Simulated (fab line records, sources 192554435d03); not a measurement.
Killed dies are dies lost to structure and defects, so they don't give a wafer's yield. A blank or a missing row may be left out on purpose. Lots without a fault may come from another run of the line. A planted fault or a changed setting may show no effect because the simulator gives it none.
fab line records | flow n5_finfet
record lots=10 wafers=30 last_day=21
route steps=1938 shown DUMMY_GATE@219 BEOL_M4@1111 PASSIVATION@1936
lots that met no fault: from a run of the same line without faults
start_h: hours from the record's first day to the start of the lot's first wafer shown | wait_h: hours since the lot's step before | " the same as in the row above | L1.1+2: a row that stands for several wafers | - no value, or no start given | * or withheld: withheld | < > ~ a bound
route shown NAME@n: a module of which the file shows steps, and the number in the route of the first | usual: mean/standard deviation of fault-free wafers | same: alike in all rows | chamber/n: place in a boat | sites: the reading at each site | _std_site: their standard deviation | _edge_site: outer sites' mean less inner sites' | radius_mm: how far each site lies from the wafer's centre | mask NAME#n: copy n | behind: the tool/chamber that last shaped the wafer | hold: why the lot was held/for how many hours/how that ended | device: the transistor (n, p or np) that didn't switch | end of line: the same wafers' tests at the end of the route | a step without rows: its recipe alone | killed: dies lost to structure and defects at the first sort, not the wafer's yield | map: a wafer's dies, x killed, . not, _ none there
set.NAME: the setting as run; set.NAME@STEP: as run at that earlier step | model.NAME: the simulator's own value behind a step, which no gauge read
steps of the route over a sample of lots; a table a step, a row a wafer
services: from which hour (start_h, from the record's first day; less than 0 if before it) a tool's chamber was out of use, for how many hours, and why
## steps
# step N5_DUMMY_GATE_THK_MEAS_05
# usual thk_nm=72.1/1.1
# columns lot.wafer tool chamber start_h wait_h thk_nm
L556.1 film_metro-01 - 41.73 0.2 73.0
L556.4 " - " " 72.2
L556.6 " - " " 74.3
L560.2 film_metro-01 - 66.94 0.2 71.6
L560.4 " - " " 71.7
L560.5 " - " " 71.6
L562.2 film_metro-01 - 79.93 0.1 68.8
L562.4 " - " " 72.5
L562.5 " - " " 70.5
L565.2 film_metro-02 - 94.95 0.1 72.4
L565.3 " - " " 72.0
L565.6 " - " " 72.9
L566.1 film_metro-02 - 102.87 0.2 73.5
L566.4 " - " " 71.1
L566.5 " - " " 74.8
L574.2 film_metro-01 - 150.15 0.1 72.6
L574.3 " - " " 72.8
L574.5 " - " " 73.1
L576.2 film_metro-01 - 162.06 0.1 68.8
L576.3 " - " " 72.7
L576.4 " - " " 69.9
L577.1 film_metro-01 - 166.89 0.1 73.3
L577.2 " - " " 71.7
L577.6 " - " " 72.1
L578.1 film_metro-02 - 173.61 0.2 72.3
L578.2 " - " " 71.4
L578.5 " - " " 73.1
L579.4 film_metro-01 - 179.43 0.1 70.8
L579.5 " - " " 75.0
L579.6 " - " " 70.6
# step N5_DUMMY_GATE_OVL_MEAS_16
# recipe points_per_wafer=522
# usual GATE_OVL=0.3/0.63
# columns lot.wafer tool chamber start_h wait_h GATE_OVL[nm]
L556.1 overlay-01 0 46.21 0.0 1.4
L556.4 " 0 " " 1.3
L556.6 " 0 " " 0.6
L560.2 overlay-02 0 73.23 0.0 -0.1
L560.4 " 0 " " -0.7
L560.5 " 0 " " -1.0
L562.2 overlay-02 0 84.26 0.0 0.2
L562.4 " 0 " " 0.0
L562.5 " 0 " " -0.4
L565.2 overlay-01 0 99.28 0.0 0.1
L565.3 " 0 " " -0.2
L565.6 " 0 " " 0.2
L566.1 overlay-02 0 109.16 0.0 -0.7
L566.4 " 0 " " -0.8
L566.5 " 0 " " -0.8
L574.2 overlay-01 0 154.50 0.0 2.0
L574.3 " 0 " " 1.0
L574.5 " 0 " " 0.7
L576.2 overlay-02 0 168.36 0.0 -0.2
L576.3 " 0 " " -0.2
L576.4 " 0 " " -0.6
L577.1 overlay-01 0 171.35 0.0 0.8
L577.2 " 0 " " 0.6
L577.6 " 0 " " 0.0
L578.1 overlay-02 0 177.94 0.0 0.0
L578.2 " 0 " " 1.0
L578.5 " 0 " " 0.2
L579.4 overlay-02 0 183.77 0.0 0.8
L579.5 " 0 " " 0.5
L579.6 " 0 " " 0.0
# step N5_DUMMY_GATE_ETCH_23
# recipe chemistry=HBr/Cl2/O2 HBr_flow_sccm=150 Cl2_flow_sccm=80 O2_flow_sccm=12 bias_w=102 target_depth_a=410 time_s=22.3 target=poly-Si mask_material=SiO2 pressure_mtorr=10 icp_w=800
# usual HBr_flow_sccm=150.1/0.48 O2_flow_sccm=12.00/0.036 drypump_motor_current_A=5.8/0.53 oes_product_au=0.995/0.024 throttle_valve_pct=37.3/0.37
# columns lot.wafer tool chamber start_h wait_h HBr_flow_sccm O2_flow_sccm drypump_motor_current_A oes_product_au rf_hours_counter_h throttle_valve_pct
L556.1 rie_si-02 1 47.00 0.0 149.6 12.05 6.1 1.008 144 37.7
L556.4 " 3 " " 151.3 12.00 6.7 0.979 30 36.7
L556.6 " 3 " " 150.5 11.98 6.7 0.991 - 36.7
L560.2 rie_si-02 0 74.02 0.0 149.9 12.00 6.0 1.002 180 37.3
L560.4 " 1 " " 150.1 12.04 6.1 1.011 145 37.7
L560.5 " 2 " " 150.2 11.99 6.1 1.005 - 37.7
L562.2 rie_si-02 3 85.05 0.0 150.0 12.02 6.7 1.001 31 36.7
L562.4 " 0 " " 150.6 12.06 6.0 0.989 - 37.3
L562.5 " 3 " " 150.2 12.04 6.7 0.994 - 36.7
L565.2 rie_si-05 3 100.07 0.0 - - - - - -
L565.3 " 0 " " - - - - - -
L565.6 " 3 " " - - - - - -
L566.1 rie_si-02 3 109.95 0.0 - - - - - -
L566.4 " 0 " " - - - - - -
L566.5 " 1 " " - - - - - -
L574.2 rie_si-05 2 155.42 0.0 150.3 11.96 5.7 0.999 150 38.0
L574.3 " 3 " " 149.6 11.95 5.4 1.021 78 37.5
L574.5 " 1 " " 149.8 11.96 5.0 0.963 - 37.0
L576.2 rie_si-02 2 169.30 0.0 149.6 12.01 6.1 1.025 1 37.1
L576.3 " 1 " " 150.4 12.04 6.1 1.017 147 37.7
L576.4 " 0 " " 149.0 12.04 6.0 0.981 182 37.3
L577.1 rie_si-02 3 172.68 0.0 150.6 12.04 6.7 0.981 33 36.7
L577.2 " 2 " " 150.5 12.01 6.2 1.025 1 37.1
L577.6 " 1 " " 150.1 11.97 6.1 1.018 - 37.8
L578.1 rie_si-05 2 179.60 0.0 149.8 12.03 5.6 0.991 150 38.0
L578.2 " 1 " " 150.1 12.04 5.0 0.953 32 37.0
L578.5 " 1 " " 150.0 12.01 5.0 0.950 - 37.0
L579.4 rie_si-02 3 185.68 0.0 149.8 12.00 6.7 0.997 33 36.7
L579.5 " 0 " " 150.1 11.95 6.0 0.995 - 37.3
L579.6 " 3 " " 149.6 12.02 6.6 1.005 - 36.7
# step N5_DUMMY_GATE_ETCH_44
# recipe chemistry=HBr/O2 over_etch_frac=0.7 target_depth_a=1275 stop_on=SiO2 ion_energy_ev=60 bias_w=20 target=poly-Si mask_material=SiO2 pressure_mtorr=20 icp_w=400 HBr_flow_sccm=120 O2_flow_sccm=10
# usual HBr_flow_sccm=120.0/0.38 O2_flow_sccm=10.00/0.031 drypump_motor_current_A=5.8/0.52 oes_product_au=0.727/0.015 throttle_valve_pct=18.58/0.18
# columns lot.wafer tool chamber start_h wait_h HBr_flow_sccm O2_flow_sccm drypump_motor_current_A oes_product_au rf_hours_counter_h throttle_valve_pct
L556.1 rie_si-02 1 47.06 0.0 120.0 9.98 6.1 0.735 144 18.78
L556.4 " 3 " " 119.9 9.98 6.6 0.728 30 18.44
L556.6 " 3 " " 120.3 9.99 6.7 0.731 - 18.44
L560.2 rie_si-02 0 74.08 0.0 120.2 10.02 6.0 0.725 180 18.64
L560.4 " 1 " " 120.1 10.07 6.1 0.726 145 18.78
L560.5 " 2 " " 120.4 9.99 6.2 0.739 - 18.78
L562.2 rie_si-02 3 85.11 0.0 120.3 9.95 6.7 0.697 31 18.46
L562.4 " 0 " " 120.6 9.95 6.0 0.729 - 18.66
L562.5 " 3 " " 120.5 9.95 6.7 0.709 - 18.43
L565.2 rie_si-05 3 100.13 0.0 119.9 9.95 5.4 0.736 77 18.51
L565.3 " 0 " " 120.0 10.03 5.0 0.712 193 18.50
L565.6 " 3 " " 120.4 9.95 5.4 0.742 - 18.49
L566.1 rie_si-02 3 110.01 0.0 120.0 10.05 6.6 0.722 32 18.45
L566.4 " 0 " " 120.4 9.99 6.0 0.723 181 18.64
L566.5 " 1 " " 120.1 10.01 6.1 0.742 - 18.79
L574.2 rie_si-05 2 155.47 0.0 119.8 9.98 5.7 0.711 150 18.95
L574.3 " 3 " " 120.8 10.01 5.4 0.747 78 18.50
L574.5 " 1 " " 120.2 10.04 5.0 0.721 - 18.29
L576.2 rie_si-02 2 169.36 0.0 119.1 9.99 6.1 0.738 1 18.59
L576.3 " 1 " " 120.1 9.95 6.1 0.735 147 18.79
L576.4 " 0 " " 119.9 9.94 6.0 0.709 182 18.65
L577.1 rie_si-02 3 172.73 0.0 120.2 9.99 6.7 0.720 33 18.45
L577.2 " 2 " " 119.8 10.05 6.1 0.752 1 18.56
L577.6 " 1 " " 120.4 10.02 6.1 0.734 - 18.79
L578.1 rie_si-05 2 179.66 0.0 120.1 9.98 5.7 0.697 150 18.94
L578.2 " 1 " " 119.7 9.96 5.0 0.710 32 18.30
L578.5 " 1 " " 120.1 9.98 5.0 0.723 - 18.30
L579.4 rie_si-02 3 185.74 0.0 120.2 9.97 6.7 0.708 33 18.44
L579.5 " 0 " " 120.0 10.04 6.0 0.742 - 18.65
L579.6 " 3 " " 120.3 9.97 6.7 0.706 - 18.45
# step N5_BEOL_M4_RC_MEAS_101
# usual DIBL_N=36.1/2.3 DIBL_P=36/3.2 IOFF_N=0.16/0.045 IOFF_P=0.21/0.049 ION_N=674/14 ION_P=462/8.4 SS_N=71.6/0.83 SS_P=73.2/0.87 VT_N=249/3.8 VT_P=-250/3.4
# columns lot.wafer tool chamber start_h wait_h DIBL_N[mV/V] DIBL_P[mV/V] IOFF_N[nA/um] IOFF_P[nA/um] ION_N[uA/um] ION_P[uA/um] SS_N[mV/dec] SS_P[mV/dec] VT_N[mV] VT_P[mV]
L556.1 prober-02 0 236.98 0.3 35.1 34 0.13 0.21 659 461 70.7 72.9 250 -249
L556.4 " 0 " " 39.1 39 0.20 0.28 675 466 72.3 73.6 248 -246
L556.6 " 0 " " 37.9 37 0.18 0.25 673 465 71.7 73.7 248 -245
L562.2 prober-02 0 277.70 0.2 35.9 36 0.16 0.18 671 449 71.5 74.0 248 -250
L562.4 " 0 " " 31.9 31 0.10 0.13 663 451 69.7 72.0 252 -256
L562.5 " 0 " " 35.3 34 0.16 0.17 670 453 70.8 72.7 246 -255
L560.2 prober-02 0 280.86 0.2 35.8 36 0.15 0.20 674 458 71.7 72.9 249 -251
L560.4 " 0 " " 34.3 34 0.13 0.17 669 461 71.1 72.6 249 -252
L560.5 " 0 " " 34.7 35 0.14 0.19 677 460 70.5 72.1 249 -251
L574.2 prober-02 0 355.66 0.2 36.0 35 0.16 0.22 669 460 71.3 72.8 248 -247
L574.3 " 0 " " 34.3 33 0.15 0.20 670 459 71.2 72.3 248 -248
L574.5 " 0 " " 38.8 39 0.24 0.29 688 464 72.0 73.4 243 -247
L576.2 prober-02 0 358.83 0.2 37.6 38 0.17 0.20 673 458 71.3 73.8 248 -252
L576.3 " 0 " " 39.2 41 0.21 0.28 674 466 72.2 75.1 249 -249
L576.4 " 0 " " 36.5 37 0.15 0.20 675 462 71.2 73.9 248 -254
L578.1 prober-02 0 364.44 0.0 39.9 39 0.22 0.24 707 474 72.3 74.2 244 -250
L578.2 " 0 " " 36.0 34 0.14 0.17 661 450 70.8 73.0 250 -252
L578.5 " 0 " " 35.4 33 0.13 0.17 670 460 70.4 72.0 251 -248
L577.1 prober-02 0 388.83 0.0 40.9 44 0.28 0.38 686 469 73.0 75.4 241 -241
L577.2 " 0 " " 40.3 43 0.30 0.36 695 472 72.4 74.8 239 -240
L577.6 " 0 " " 39.2 41 0.26 0.31 685 464 72.8 75.0 243 -243
L579.4 prober-01 0 394.25 0.5 37.5 39 0.20 0.25 683 463 72.7 73.3 246 -248
L579.5 " 0 " " 40.1 42 0.24 0.29 679 461 72.7 74.2 246 -248
L579.6 " 0 " " 37.4 38 0.19 0.24 681 466 72.0 73.7 247 -247
# step N5_PASSIVATION_PROBE_49
# usual defect_limited_yield=90.9/1.6 killed_at_M0_to_M3=37/11 killed_at_M4_up=15/5.6 killed_at_contacts=13/6.4 killed_at_front_end=39/11 killed_at_other=4/3.1 killed_dies=107/19 killed_on_rim=14/4.3 killed_open=71/14 killed_short=34/7.8 sort_bin_4_leakage=0.01/0.053 sort_bin_5_function=5.3/1 sort_bin_6_memory=3.4/0.72 sort_bin_8_speed=0.0/0.42 sort_n_pass=1072/20 sort_yield_pct=90.9/1.7
# same gross_dies=1180 killed_at_back_side=0
# columns lot.wafer tool chamber start_h wait_h defect_limited_yield[%] killed_at_M0_to_M3 killed_at_M4_up killed_at_contacts killed_at_front_end killed_at_other killed_dies killed_on_rim killed_open killed_short sort_bin_4_leakage[%] sort_bin_5_function[%] sort_bin_6_memory[%] sort_bin_8_speed[%] sort_n_pass sort_yield_pct[%]
L560.2 prober-01 - 376.91 0.1 92.5 14 11 29 33 1 88 14 56 24 0 4.3 2.8 0 1092 92.5
L560.4 prober-01 - 377.01 0.2 90.5 25 21 13 51 2 112 24 73 38 0 5.2 3.9 0 1068 90.5
L560.5 prober-01 - 377.06 0.2 90.1 43 14 22 38 0 117 11 78 32 0 6.4 3.1 0 1063 90.1
L565.2 prober-02 - 434.96 0.1 0 34 9 21 1114 2 1180 152 75 35 0 97.0 3.0 0 0 0
L565.3 prober-02 - 435.01 0.1 0 31 13 12 1120 4 1180 152 53 34 0 97.4 2.4 0 0 0
L565.6 prober-02 - 435.16 0.3 0 26 16 8 1126 4 1180 152 41 36 0 97.1 2.5 0 0 0
L566.1 prober-01 - 435.53 0.0 0 55 12 16 1091 6 1180 152 83 49 0 95.3 4.2 0 0 0
L566.4 prober-01 - 435.68 0.2 0 32 14 9 1118 7 1180 152 62 39 0 96.5 3.2 0 0 0
L566.5 prober-01 - 435.73 0.2 0 32 19 12 1116 1 1180 152 78 31 0 96.5 3.1 0 0 0
# killed by level:class
L560.2 MOL_CONTACT_COAG:geometric_particle:open=22 FIN_SAQP:geometric_particle:open=9 GATE_CUT:geometric_particle:short=7 BEOL_M1:geometric_particle:open=7 STI_FIN_REVEAL:geometric_particle:open=6 MOL_CONTACT_COAG:geometric_particle:short=5 BEOL_M0_SAQP:geometric_particle:short=4 FIN_SAQP:geometric_particle:short=3
L560.4 BEOL_M4:geometric_particle:open=11 MOL_CONTACT_COAG:geometric_particle:open=10 FIN_SAQP:geometric_particle:open=9 GATE_CUT:geometric_particle:short=9 FIN_SAQP:geometric_particle:short=7 STARTING-WAFER:geometric_particle:open=7 DUMMY_GATE:geometric_particle:open=5 STI_FIN_REVEAL:geometric_particle:open=5
L560.5 MOL_CONTACT_COAG:geometric_particle:open=19 BEOL_M3:geometric_particle:open=13 FIN_SAQP:geometric_particle:short=12 BEOL_M1:geometric_particle:open=10 BEOL_M0_SAQP:geometric_particle:open=7 FIN_SAQP:geometric_particle:open=6 BEOL_M2:geometric_particle:open=4 GATE_CUT:geometric_particle:short=4
L565.2 DUMMY_GATE:area_etch=1070 MOL_CONTACT_COAG:geometric_particle:open=16 DUMMY_GATE:geometric_particle:open=9 BEOL_M0_SAQP:geometric_particle:open=9 FIN_SAQP:geometric_particle:open=8 BEOL_M0_SAQP:geometric_particle:short=8 FIN_SAQP:geometric_particle:short=7 STI_FIN_REVEAL:geometric_particle:open=7
L565.3 DUMMY_GATE:area_etch=1092 MOL_CONTACT_COAG:geometric_particle:open=9 BEOL_M0_SAQP:geometric_particle:open=9 GATE_CUT:geometric_particle:short=7 BEOL_M2:geometric_particle:open=6 BEOL_M4:geometric_particle:open=6 GATE_CUT:geometric_particle:open=5 BEOL_M0_SAQP:geometric_particle:short=5
L565.6 DUMMY_GATE:area_etch=1102 MOL_CONTACT_COAG:geometric_particle:open=7 BEOL_M4:geometric_particle:open=7 FIN_SAQP:geometric_particle:short=6 GATE_CUT:geometric_particle:short=6 BEOL_M2:geometric_particle:open=6 BEOL_M3:geometric_particle:open=5 BEOL_M2:geometric_particle:short=4
L566.1 DUMMY_GATE:area_etch=1048 MOL_CONTACT_COAG:geometric_particle:open=14 BEOL_M2:geometric_particle:open=14 FIN_SAQP:geometric_particle:short=13 BEOL_M3:geometric_particle:open=11 FIN_SAQP:geometric_particle:open=10 BEOL_M0_SAQP:geometric_particle:short=8 BEOL_M0_SAQP:geometric_particle:open=8
L566.4 DUMMY_GATE:area_etch=1077 FIN_SAQP:geometric_particle:short=15 MOL_CONTACT_COAG:geometric_particle:open=8 BEOL_M0_SAQP:geometric_particle:open=8 BEOL_M2:geometric_particle:open=8 FIN_SAQP:geometric_particle:open=6 BEOL_M0:geometric_particle:short=5 BEOL_M4:geometric_particle:open=5
L566.5 DUMMY_GATE:area_etch=1071 STI_FIN_REVEAL:geometric_particle:open=19 BEOL_M2:geometric_particle:open=18 FIN_SAQP:geometric_particle:short=10 MOL_CONTACT_COAG:geometric_particle:open=10 BEOL_M4:geometric_particle:open=9 BEOL_M0_SAQP:geometric_particle:short=5 FIN_SAQP:geometric_particle:open=4
## services
# columns tool chamber start_h hours kind
rie_si-02 2 58.98 4.3 repair
rie_si-05 - 66.79 14.3 repair
rie_si-02 - 69.10 0.4 repair
rie_si-02 2 78.99 - clean
rie_si-02 2 78.99 24.0 scheduled_down
rie_si-02 2 78.99 24.0 vent_cycle
rie_si-05 0 141.82 21.8 repair
rie_si-05 0 163.63 - clean
rie_si-05 0 163.63 23.6 scheduled_down
rie_si-05 0 163.63 23.6 vent_cycle
## key
first_sign step=N5_DUMMY_GATE_ETCH_23 reading=tool_record direction=missing
effect step=N5_PASSIVATION_PROBE_49 reading=killed_at_front_end direction=up sigmas=96 usual=39 struck=1114
more_kills_born_at N5_DUMMY_GATE_ETCH_23@rie_si-05=3264 N5_DUMMY_GATE_ETCH_23@rie_si-02=3196
met_at N5_DUMMY_GATE_ETCH_23
struck_lots L565,L566
later_rows_left_out L565.2,L565.3,L565.6,L566.1,L566.4,L566.5
not_acting_at N5_DUMMY_GATE_THK_MEAS_05,N5_DUMMY_GATE_OVL_MEAS_16,N5_DUMMY_GATE_ETCH_44
onset_between 85.05 100.07
fault kind=skipped_step_whole tool=rie_si-02,rie_si-05 chamber=- onset_h=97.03 steps=N5_DUMMY_GATE_ETCH_23 scope=struck_lots_only
# later_rows_left_out: the simulator's readings of these wafers behind a module that went badly wrong aren't trusted and aren't shown, but for the sort
